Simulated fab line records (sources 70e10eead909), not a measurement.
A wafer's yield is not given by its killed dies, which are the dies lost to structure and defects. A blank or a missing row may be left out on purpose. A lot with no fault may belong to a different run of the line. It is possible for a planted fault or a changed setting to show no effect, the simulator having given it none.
Matching of chambers	flow nand harc	rie diel-12 running NHARC_P_ZERO_WELL_DESCUM_13: 4 sister chambers
The step chemistry O2, time 3 s. 7 wafers are shown with their chamber, then 10 later ones without.

WAFERS WITH THEIR CHAMBER
wafer	chamber	showerhead plenum p Torr (Torr)	oes product au (a.u.)
L080.2	0	1.84	0.998
L085.3	2	1.92	1.022
L087.1	3	1.86	1.011
L087.4	1	1.79	0.995
L087.5	3	1.85	1.010
L089.3	2	1.92	1.020
L089.4	1	1.79	0.988

WAFERS WITHOUT THEIR CHAMBER
wafer	showerhead plenum p Torr (Torr)	oes product au (a.u.)
L089.5	1.92	1.020
L090.1	1.84	0.995
L090.5	1.84	1.002
L090.6	1.79	0.991
L092.1	1.92	1.012
L092.2	1.84	0.992
L092.5	1.79	0.996
L097.3	1.85	1.007
L097.5	1.79	0.990
L097.6	1.92	1.007

CHAMBER TAKEN BY EACH
wafer	from the rows above	in truth
L089.5	2	2
L090.1	0	0
L090.5	0	0
L090.6	1	1
L092.1	2	2
L092.2	0	0
L092.5	1	1
L097.3	3	3
L097.5	1	1
L097.6	2	2
Placed correctly: 10 of 10. Number that these rows cannot place: 0. 0 placed wrongly.
How it was worked out, from the rows above alone: a wafer's distance from a chamber is the root of the sum, over the readings, of the square of ((its reading less the chamber's mean) divided by the reading's scatter). The wafer belongs to the nearest chamber; if the next one is less than 2 further off, it can't be placed. A chamber's mean is the mean of its shown wafers. How the scatter is found: for the shown wafers, subtract from each reading the mean of its chamber, square and add these, divide the total by (wafers less chambers), then take the root.
